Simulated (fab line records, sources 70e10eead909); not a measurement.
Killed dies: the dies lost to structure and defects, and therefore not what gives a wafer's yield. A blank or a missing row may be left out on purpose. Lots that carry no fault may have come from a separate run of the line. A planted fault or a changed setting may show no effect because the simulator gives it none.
fab line records ; flow nandHarc
record: lots: 13; wafers: 39; lastDay: 34
route steps=1302 shown A_STAIRCASE@671 A_BONDPAD@1225 THIN_TSV@1261 END@1302
lots that met no fault: taken from a fault-free run of the same line
startH: hours from the record's opening day to when the first of the lot's shown wafers began ; waitH: how many hours have passed since the lot's step before this one ; " the same as in the row above ; L1.1+2: a single row standing in for several wafers ; - no value, or no start given ; * or withheld: withheld ; < > ~ a bound
route shown NAME@n: a module of which the file shows steps, and the number in the route of the first ; usual: the fault-free wafers' mean and standard deviation ; same: alike in all rows ; chamber/n: place in a boat ; sites: the reading at each site ; _std_site: standard deviation of those values ; _edge_site: outer sites' mean less inner sites' ; radiusMm: for every site, how far away it sits from the centre of the wafer ; mask NAME#n: copy n ; behind: tool/chamber where the wafer was last shaped ; hold: what put the lot on hold/how long, in hours/how the hold closed ; device: the transistor (n, p or np) that didn't switch ; end of line: tests of these same wafers at the route's end ; a step with no rows: only its recipe ; killed: not the wafer's yield, but the dies lost to structure and defects at the first sort ; map: shows each die of a wafer: x if killed, . if not, _ if none is there
set.NAME: the setting the step ran with; set.NAME@STEP: the setting that earlier step ran with ; model.NAME: the simulator's own value behind a step, which no gauge read
a sample of lots followed through the steps of the route, with each step as a table and each wafer as a row
services: from which hour (startH, from the record's first day; less than 0 if before it) a tool's chamber was out of use, for how many hours, and why
== steps ==
step: NHARC_A_STAIRCASE_ETCH_15
recipe: targetDepthA: 1000; timeS: 40.5; ionEnergyEv: 400; c4f8FlowSccm: 20; o2FlowSccm: 10; arFlowSccm: withheld; rfW: 600; biasW: 1000; chemistry: C4F8/O2
usual: oesProductAu: 0.942/0.014; rfVppV: 897/6.6
lot.wafer;tool;chamber;startH;waitH;oesProductAu;rfHoursCounterH;rfVppV
L810.3;rieDiel-04;3;354.93;-;0.944;53;889
L810.5;rieDiel-04;0;354.93;-;0.933;-;885
L810.6;rieDiel-04;1;354.93;-;0.940;-;905
L811.3;rieDiel-04;0;376.91;-;0.933;1;905
L811.6;rieDiel-04;0;376.91;-;0.932;-;905
L811.5;rieDiel-04;1;376.91;-;0.936;-;904
L813.4;rieDiel-11;3;397.47;-;0.927;41;900
L813.5;rieDiel-11;3;397.47;-;0.932;-;898
L813.6;rieDiel-11;0;397.47;-;0.954;-;889
L812.3;rieDiel-04;2;397.59;-;0.944;8;896
L812.2;rieDiel-04;3;397.59;-;0.937;9;889
L812.5;rieDiel-04;3;397.59;-;0.954;-;889
L814.1;rieDiel-11;2;415.80;-;0.933;50;891
L814.4;rieDiel-11;3;415.80;-;0.917;47;900
L814.2;rieDiel-11;1;415.80;-;0.952;49;891
L815.3;rieDiel-03;3;416.35;-;0.932;42;898
L815.1;rieDiel-03;1;416.35;-;0.951;41;893
L815.5;rieDiel-03;3;416.35;-;0.929;-;900
L816.2;rieDiel-04;3;424.38;-;0.937;20;887
L816.3;rieDiel-04;0;424.38;-;0.947;9;903
L816.1;rieDiel-04;1;424.38;-;0.937;18;904
L821.2;rieDiel-03;3;457.56;-;0.918;55;901
L821.5;rieDiel-03;2;457.56;-;0.938;-;886
L821.6;rieDiel-03;3;457.56;-;0.923;-;899
L823.4;rieDiel-04;1;495.38;-;0.926;43;904
L823.3;rieDiel-04;2;495.38;-;0.938;43;893
L823.6;rieDiel-04;1;495.38;-;0.926;-;904
L825.2;rieDiel-04;0;508.89;-;0.946;42;905
L825.3;rieDiel-04;1;508.89;-;0.945;47;904
L825.1;rieDiel-04;3;508.89;-;0.964;53;888
L828.1;rieDiel-03;1;543.16;-;0.939;26;891
L828.2;rieDiel-03;2;543.16;-;0.948;27;905
L828.5;rieDiel-03;2;543.16;-;0.953;-;905
L831.3;rieDiel-04;1;571.86;-;0.928;5;905
L831.1;rieDiel-04;3;571.86;-;0.926;6;906
L831.4;rieDiel-04;0;571.86;-;0.927;6;906
L832.2;rieDiel-04;1;583.24;-;0.929;10;904
L832.5;rieDiel-04;1;583.24;-;0.929;-;903
L832.6;rieDiel-04;2;583.24;-;0.948;-;896
step: NHARC_A_BONDPAD_DEGAS_25
recipe: tempC: 300; timeS: 60
usual: heaterPowerW: 484/62
lot.wafer;tool;chamber;startH;waitH;heaterPowerW
L810.3;pvdSputter-01;-;540.05;-;479
L810.6;pvdSputter-01;-;540.05;-;383
L810.5;pvdSputter-01;-;540.05;-;455
L811.3;pvdSputter-02;-;562.30;-;437
L811.5;pvdSputter-02;-;562.30;-;499
L811.6;pvdSputter-02;-;562.30;-;551
L812.3;pvdSputter-03;-;570.89;-;616
L812.2;pvdSputter-03;-;570.89;-;538
L812.5;pvdSputter-03;-;570.89;-;463
L813.4;pvdSputter-02;-;579.00;-;486
L813.6;pvdSputter-02;-;579.00;-;493
L813.5;pvdSputter-02;-;579.00;-;562
L815.3;pvdSputter-02;-;591.84;-;439
L815.1;pvdSputter-02;-;591.84;-;455
L815.5;pvdSputter-02;-;591.84;-;437
L814.4;pvdSputter-01;-;594.81;-;459
L814.2;pvdSputter-01;-;594.81;-;499
L814.1;pvdSputter-01;-;594.81;-;448
L816.1;pvdSputter-03;-;604.32;-;447
L816.3;pvdSputter-03;-;604.32;-;615
L816.2;pvdSputter-03;-;604.32;-;530
L821.2;pvdSputter-03;-;636.27;-;532
L821.6;pvdSputter-03;-;636.27;-;465
L821.5;pvdSputter-03;-;636.27;-;626
L823.3;pvdSputter-01;-;686.45;-;455
L823.4;pvdSputter-01;-;686.45;-;443
L823.6;pvdSputter-01;-;686.45;-;485
L825.3;pvdSputter-03;-;688.31;-;544
L825.2;pvdSputter-03;-;688.31;-;439
L825.1;pvdSputter-03;-;688.31;-;474
L828.2;pvdSputter-02;-;715.06;-;429
L828.1;pvdSputter-02;-;715.06;-;489
L828.5;pvdSputter-02;-;715.06;-;413
L831.3;pvdSputter-03;-;746.57;-;525
L831.1;pvdSputter-03;-;746.57;-;484
L831.4;pvdSputter-03;-;746.57;-;482
L832.2;pvdSputter-03;-;779.44;-;485
L832.5;pvdSputter-03;-;779.44;-;492
L832.6;pvdSputter-03;-;779.44;-;475
step: NHARC_THIN_TSV_DESCUM_14
recipe: timeS: 3; o2FlowSccm: 200; arFlowSccm: 0; biasPowerW: 0; chemistry: O2
usual: drypumpMotorCurrentA: 5.8/0.36; oesProductAu: 0.999/0.013; rfVppV: 57.7/0.9; showerheadPlenumPTorr: 1.88/0.07; throttleValvePct: 11.311/0.0086
lot.wafer;tool;chamber;startH;waitH;drypumpMotorCurrentA;oesProductAu;rfHoursCounterH;rfVppV;showerheadPlenumPTorr;throttleValvePct
L810.3;rieDiel-02;0;554.17;-;6.5;1.009;8;56.6;1.83;11.311
L810.6;rieDiel-02;3;554.17;-;5.4;1.005;-;59.7;1.91;11.314
L810.5;rieDiel-02;0;554.17;-;6.5;1.006;-;58.8;1.83;11.307
L811.3;rieDiel-13;0;575.13;-;6.2;0.990;2;57.2;1.95;11.320
L811.5;rieDiel-13;2;575.13;-;5.9;0.998;-;56.9;1.81;11.293
L811.6;rieDiel-13;3;575.13;-;5.4;0.985;-;57.2;2.00;11.298
L812.2;rieDiel-02;1;585.31;-;5.9;1.024;0;57.3;1.79;11.303
L812.3;rieDiel-02;3;585.31;-;5.4;1.009;1;57.5;1.91;11.315
L812.5;rieDiel-02;2;585.31;-;5.7;1.006;-;57.4;1.88;11.312
L813.4;rieDiel-02;2;593.21;-;5.7;1.021;2;57.2;1.88;11.299
L813.5;rieDiel-02;0;593.21;-;6.5;0.991;-;58.2;1.83;11.309
L813.6;rieDiel-02;1;593.21;-;5.9;1.015;-;56.3;1.79;11.316
L814.2;rieDiel-13;1;609.04;-;5.7;0.989;4;58.1;1.87;11.319
L814.4;rieDiel-13;3;609.04;-;5.4;0.984;4;59.8;2.00;11.319
L814.1;rieDiel-13;0;609.04;-;6.2;0.994;4;58.4;1.95;11.321
L815.1;rieDiel-01;3;610.23;-;6.2;1.015;3;57.1;1.81;11.318
L815.3;rieDiel-01;0;610.23;-;5.7;1.005;2;58.1;1.85;11.320
L815.5;rieDiel-01;3;610.23;-;6.2;1.020;-;57.1;1.80;11.300
L816.2;rieDiel-13;1;620.84;-;5.8;1.002;5;57.8;1.87;11.298
L816.3;rieDiel-13;3;620.84;-;5.4;0.980;4;59.9;2.00;11.306
L816.1;rieDiel-13;0;620.84;-;6.2;0.989;4;56.3;1.95;11.296
L821.2;rieDiel-13;1;651.70;-;5.7;0.998;6;56.9;1.87;11.302
L821.6;rieDiel-13;0;651.70;-;6.2;0.992;-;56.7;1.95;11.307
L821.5;rieDiel-13;1;651.70;-;5.7;0.995;-;58.0;1.87;11.321
L825.2;rieDiel-01;2;700.62;-;5.4;0.998;6;56.7;1.99;11.295
L825.1;rieDiel-01;3;700.62;-;6.2;1.001;8;58.0;1.80;11.318
L825.3;rieDiel-01;0;700.62;-;5.7;0.999;7;57.7;1.85;11.314
L823.3;rieDiel-02;3;701.69;-;5.4;1.006;10;57.1;1.91;11.296
L823.4;rieDiel-02;1;701.69;-;5.9;1.010;9;58.1;1.79;11.311
L823.6;rieDiel-02;3;701.69;-;5.4;1.010;-;56.9;1.91;11.308
L828.2;rieDiel-13;3;728.99;-;5.4;0.983;1;57.3;2.00;11.311
L828.1;rieDiel-13;0;728.99;-;6.2;1.007;1;56.4;1.95;11.295
L828.5;rieDiel-13;0;728.99;-;6.2;1.004;-;58.4;1.95;11.307
L831.4;rieDiel-02;0;760.87;-;6.5;0.994;0;57.6;1.83;11.315
L831.3;rieDiel-02;1;760.87;-;6.0;1.005;0;57.6;1.79;11.301
L831.1;rieDiel-02;3;760.87;-;5.4;1.004;0;58.9;1.91;11.323
L832.2;rieDiel-13;1;795.14;-;5.7;1.005;3;58.4;1.87;11.314
L832.5;rieDiel-13;3;795.14;-;5.4;0.979;-;58.1;2.00;11.317
L832.6;rieDiel-13;0;795.14;-;6.2;0.992;-;57.8;1.95;11.308
step: NHARC_THIN_TSV_ETCH_15
recipe: targetDepthA: 30000; boschTargetOveretchCycles: 2; boschEtchStepS: 2.8; boschDepStepS: 1.2; boschCycles: 14
usual: drypumpMotorCurrentA: 5.8/0.41; heBacksideLeakSccm: 2.62/0.22
lot.wafer;tool;chamber;startH;waitH;drypumpMotorCurrentA;heBacksideLeakSccm;rfHoursCounterH
L810.3;rieSi-04;2;554.88;-;6.2;2.41;0.13
L810.6;rieSi-04;3;554.88;-;4.8;2.71;-
L810.5;rieSi-04;0;554.88;-;5.5;2.56;-
L811.3;rieSi-05;0;575.79;-;5.4;2.68;0.63
L811.6;rieSi-05;3;575.79;-;5.7;2.64;-
L811.5;rieSi-05;0;575.79;-;5.4;2.76;-
L812.2;rieSi-05;0;586.00;-;5.4;2.90;0.69
L812.3;rieSi-05;1;586.00;-;6.1;2.55;0.69
L812.5;rieSi-05;3;586.00;-;5.7;2.59;-
L813.4;rieSi-05;2;593.87;-;6.2;2.44;0.67
L813.5;rieSi-05;1;593.87;-;6.1;2.64;-
L813.6;rieSi-05;2;593.87;-;6.1;2.48;-
L814.2;rieSi-04;0;609.71;-;5.5;2.43;0.46
L814.1;rieSi-04;1;609.71;-;6.2;2.86;0.37
L814.4;rieSi-04;2;609.71;-;6.1;2.30;0.48
L815.3;rieSi-01;0;610.90;-;5.6;2.90;0.41
L815.1;rieSi-01;2;610.90;-;5.3;2.71;0.11
L815.5;rieSi-01;0;610.90;-;5.6;2.89;-
L816.1;rieSi-01;1;621.51;-;5.9;2.25;0.43
L816.2;rieSi-01;2;621.51;-;5.2;2.70;0.16
L816.3;rieSi-01;0;621.51;-;5.6;2.98;0.47
L821.2;rieSi-01;2;652.36;-;5.3;2.75;0.29
L821.6;rieSi-01;1;652.36;-;5.9;2.43;-
L821.5;rieSi-01;2;652.36;-;5.2;2.67;-
L825.3;rieSi-05;2;701.28;-;6.2;2.31;0.24
L825.2;rieSi-05;0;701.28;-;5.4;2.94;0.28
L825.1;rieSi-05;1;701.28;-;6.0;2.76;0.21
L823.3;rieSi-01;0;702.82;-;5.6;2.82;0.92
L823.4;rieSi-01;2;702.82;-;5.2;2.62;0.71
L823.6;rieSi-01;0;702.82;-;5.6;2.80;-
L828.2;rieSi-05;2;730.11;-;6.1;2.35;0.40
L828.1;rieSi-05;3;730.11;-;5.7;2.45;0.46
L828.5;rieSi-05;3;730.11;-;5.6;2.37;-
L831.3;rieSi-04;3;761.53;-;4.9;2.59;0.24
L831.4;rieSi-04;1;761.53;-;6.2;2.90;0.35
L831.1;rieSi-04;2;761.53;-;6.1;2.32;0.28
L832.2;rieSi-04;1;795.78;-;6.2;2.92;0.51
L832.6;rieSi-04;1;795.78;-;6.2;2.87;-
L832.5;rieSi-04;2;795.78;-;6.1;2.16;-
step: NHARC_END_SORT_01
recipe: tempC: 25
usual: killedAtArray: 55/19; killedAtOther: 0.9/1.4; killedAtPeriphery: 3.8/2.9; killedDies: 60/19; killedOpen: 3.3/1.8; killedShort: 2.6/1.6
same: grossDies: 677
lot.wafer;tool;chamber;startH;waitH;killedAtArray;killedAtOther;killedAtPeriphery;killedDies;killedOpen;killedShort
L825.1;prober-02;0;716.11;2.5;171;0;4;175;6;3
L825.2;prober-02;0;716.90;2.8;185;0;2;187;2;6
L825.3;prober-02;0;717.68;3.1;174;0;2;176;3;2
L823.3;prober-01;0;717.74;3.1;165;1;2;168;2;2
L823.4;prober-01;0;718.54;3.4;179;0;3;182;2;2
L823.6;prober-01;0;720.16;4.0;159;2;1;162;1;1
killed by level:class
L825.1 A_STAIRCASE:unspecified=86 A_CHANNEL_HOLE_D1:chamberFilmFlake=33 A_SLIT:chamberFilmFlake=27 A_CHANNEL_HOLE_D2:chamberFilmFlake=9 A_CONTACT:chamberFilmFlake=8 P_CONTACT:geometricParticle:open=1 P_M0:geometricParticle:open=1 P_M0:geometricParticle:short=1
L825.2 A_STAIRCASE:unspecified=103 A_CHANNEL_HOLE_D1:chamberFilmFlake=32 A_SLIT:chamberFilmFlake=19 A_CHANNEL_HOLE_D2:chamberFilmFlake=17 A_CONTACT:chamberFilmFlake=5 P_M0:geometricParticle:short=1 A_ONON_D1:geometricParticle:short=1 A_CHANNEL_HOLE_D1:geometricParticle:short=1
L825.3 A_STAIRCASE:unspecified=107 A_CHANNEL_HOLE_D1:chamberFilmFlake=29 A_SLIT:chamberFilmFlake=15 A_CHANNEL_HOLE_D2:chamberFilmFlake=9 A_CONTACT:chamberFilmFlake=6 A_CHANNEL_FILL_D1:chamberFilmFlake=2 A_CHANNEL_FILL_D2:chamberFilmFlake=2 P_CONTACT:geometricParticle:open=1
L823.3 A_STAIRCASE:unspecified=99 A_CHANNEL_HOLE_D1:chamberFilmFlake=25 A_CHANNEL_HOLE_D2:chamberFilmFlake=15 A_CONTACT:chamberFilmFlake=9 A_SLIT:chamberFilmFlake=4 A_STAIRCASE:chamberFilmFlake=4 A_BONDPAD:chamberFilmFlake=3 P_GATE:chamberFilmFlake=2
L823.4 A_STAIRCASE:unspecified=105 A_CHANNEL_HOLE_D1:chamberFilmFlake=35 A_CHANNEL_HOLE_D2:chamberFilmFlake=21 A_CONTACT:chamberFilmFlake=7 A_ZERO_WELL:chamberFilmFlake=2 A_STAIRCASE:chamberFilmFlake=2 A_BONDPAD:chamberFilmFlake=2 P_STI:geometricParticle:short=1
L823.6 A_STAIRCASE:unspecified=99 A_CHANNEL_HOLE_D1:chamberFilmFlake=32 A_CHANNEL_HOLE_D2:chamberFilmFlake=13 A_CONTACT:chamberFilmFlake=6 A_SLIT:chamberFilmFlake=3 A_WL_FILL:chamberFilmFlake=2 A_STAIRCASE:chamberFilmFlake=2 THIN_TSV:chamberFilmFlake=2
== services ==
tool;chamber;startH;hours;kind
rieDiel-13;0;339.18;2.3;repair
rieDiel-13;-;342.00;9.0;pm
pvdSputter-03;-;348.00;10.0;pm
rieDiel-04;2;351.08;3.3;repair
rieDiel-04;-;358.76;9.0;pm
rieDiel-13;0;384.74;17.7;repair
rieDiel-04;0;393.17;26.6;repair
rieDiel-13;3;398.67;6.3;repair
rieDiel-13;-;398.89;0.2;repair
rieDiel-13;3;405.76;22.8;repair
rieDiel-13;1;425.11;18.1;repair
rieDiel-13;2;479.21;5.5;repair
pvdSputter-03;-;486.18;2.0;repair
pvdSputter-03;-;514.20;2.5;repair
rieDiel-13;-;519.00;9.0;pm
pvdSputter-03;-;520.42;8.6;repair
rieDiel-04;-;535.82;9.0;pm
pvdSputter-03;-;556.64;2.2;repair
rieDiel-04;3;595.62;12.3;repair
rieDiel-13;3;661.84;7.6;repair
rieDiel-04;0;677.84;7.8;repair
rieDiel-04;-;715.32;9.0;pm
rieDiel-04;-;731.24;0.5;repair
rieDiel-04;3;734.42;5.4;repair
== key ==
firstSign: step: NHARC_END_SORT_01; reading: killedAtArray; direction: up; sigmas: 6.1; usual: 55; struck: 172
effect: step: NHARC_END_SORT_01; reading: killedDies; direction: up; sigmas: 6.1; usual: 60; struck: 175
moreKillsBornAt: NHARC_A_STAIRCASE_ETCH_15@rieDiel-04: 596
metAt NHARC_A_STAIRCASE_ETCH_15
struckLots L823,L825
testerLeftOut L823,L825
notActingAt NHARC_A_BONDPAD_DEGAS_25,NHARC_THIN_TSV_DESCUM_14,NHARC_THIN_TSV_ETCH_15
onsetBetween 424.38 495.38
fault: kind: chamberParticleSource; tool: rieDiel-04; chamber: -; onsetH: 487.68; steps: NHARC_A_STAIRCASE_ETCH_15; ratePerVisitCm2: 1.833; endH: 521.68
testerLeftOut: of these lots the tester's yield and bins aren't shown, on N5 and GAA mostly nor the transistor test; their killed dies are dies lost to structure and defects alone, not to doping, threshold or leakage, so they don't give the yield
